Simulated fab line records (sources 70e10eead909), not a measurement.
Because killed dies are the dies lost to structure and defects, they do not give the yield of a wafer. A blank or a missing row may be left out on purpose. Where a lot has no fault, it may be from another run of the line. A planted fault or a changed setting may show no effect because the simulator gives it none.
Chamber matching | flow nand harc | NHARC_A_M0_PRE_CLEAN_31 on pecvd-04: 3 sister chambers
The step time 12 s. 14 wafers are shown with their chamber, then 7 later ones without.

== WAFERS WITH THEIR CHAMBER ==
wafer  | chamber | rf fwd power W (W) | heater power w (W)
L469.2 | 1       | 293.0              | 768
L469.3 | 2       | 292.6              | 784
L469.5 | 0       | 292.5              | 669
L472.1 | 0       | 292.6              | 783
L472.4 | 1       | 292.5              | 739
L472.6 | 0       | 291.5              | 785
L475.1 | 1       | 293.7              | 757
L475.3 | 0       | 291.4              | 799
L475.4 | 1       | 293.2              | 732
L478.3 | 0       | 292.0              | 716
L478.4 | 0       | 291.7              | 737
L478.6 | 2       | 291.8              | 765
L480.1 | 1       | 291.8              | 755
L480.3 | 2       | 292.7              | 801

SIGNATURES (means of the wafers above)
reading        | chamber 0 | chamber 1 | chamber 2 | scatter within a chamber
rf fwd power W | 291.950   | 292.840   | 292.367   | 0.593
heater power w | 748.17    | 750.20    | 783.33    | 35.8
Rule: for a wafer and a chamber, the distance is found by dividing, reading by reading, the gap between the wafer's reading and the chamber's mean by the reading's scatter, squaring, summing and taking the root. If the next closest chamber is less than 2 further off than the closest, the wafer can't be placed; otherwise it belongs to the closest. How the scatter is found: for the shown wafers, subtract from each reading the mean of its chamber, square and add these, divide the total by (wafers less chambers), then take the root.

== WAFERS MISSING THEIR CHAMBER ==
wafer  | rf fwd power W (W) | heater power w (W)
L480.5 | 292.8              | 778
L481.2 | 292.5              | 790
L481.4 | 292.2              | 708
L481.6 | 293.5              | 768
L484.3 | 291.1              | 727
L484.4 | 290.7              | 786
L484.5 | 290.9              | 728

== EACH ONE'S CHAMBER ==
wafer  | from the rows above          | in truth
L480.5 | can't be placed: 2 or 1 or 0 | 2
L481.2 | can't be placed: 2 or 1 or 0 | 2
L481.4 | can't be placed: 0 or 1 or 2 | 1
L481.6 | can't be placed: 1 or 2 or 0 | 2
L484.3 | can't be placed: 0 or 2 or 1 | 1
L484.4 | can't be placed: 0 or 2 or 1 | 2
L484.5 | can't be placed: 0 or 2 or 1 | 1
Correctly placed: 0 of 7. Not placeable from these rows: 7 (in 7, the candidates include the true chamber). Number placed wrongly: 0.
